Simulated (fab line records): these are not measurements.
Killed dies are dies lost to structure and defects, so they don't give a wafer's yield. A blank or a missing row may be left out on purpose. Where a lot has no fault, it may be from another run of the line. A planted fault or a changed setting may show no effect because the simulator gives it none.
Chamber matching | flow nand-harc | pecvd-03 running NHARC_A_STAIRCASE_DEP_280: 3 sister chambers
The step deposits SiON, target thk 30 nm. 6 wafers are shown with their chamber, then 11 later ones without.

== WAFERS WITH THEIR CHAMBER ==
wafer  | chamber | heater-power-w (W)
L084.2 | 1       | 838
L084.5 | 2       | 660
L087.3 | 0       | 664
L087.4 | 0       | 681
L087.6 | 1       | 841
L088.4 | 2       | 587

== WAFERS WHOSE CHAMBER IS MISSING ==
wafer  | heater-power-w (W)
L088.5 | 833
L088.6 | 590
L092.1 | 689
L092.2 | 629
L092.3 | 654
L091.1 | 668
L091.4 | 678
L091.5 | 762
L096.1 | 542
L096.2 | 725
L096.5 | 903

== WHICH CHAMBER EACH ONE RAN IN ==
wafer  | from the rows above          | in truth
L088.5 | 1                            | 1
L088.6 | can't be placed: 2 or 0      | 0
L092.1 | can't be placed: 0 or 2      | 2
L092.2 | can't be placed: 2 or 0      | 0
L092.3 | can't be placed: 0 or 2      | 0
L091.1 | can't be placed: 0 or 2      | 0
L091.4 | can't be placed: 0 or 2      | 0
L091.5 | can't be placed: 1 or 0 or 2 | 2
L096.1 | can't be placed: 2 or 0      | 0
L096.2 | can't be placed: 0 or 2      | 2
L096.5 | 1                            | 1
Correctly placed: 2 of 11. Not placeable from these rows: 9 (in 9, the candidates include the true chamber). 0 placed wrongly.
How it was worked out, from the rows above alone: a wafer's distance from a chamber is the root of the sum, over the readings, of the square of ((its reading less the chamber's mean) divided by the reading's scatter). If the next closest chamber is less than 2 further off than the closest, the wafer can't be placed; otherwise it belongs to the closest. For every chamber, the mean is computed from those of its wafers that are shown. How the scatter is found: for the shown wafers, subtract from each reading the mean of its chamber, square and add these, divide the total by (wafers less chambers), then take the root.
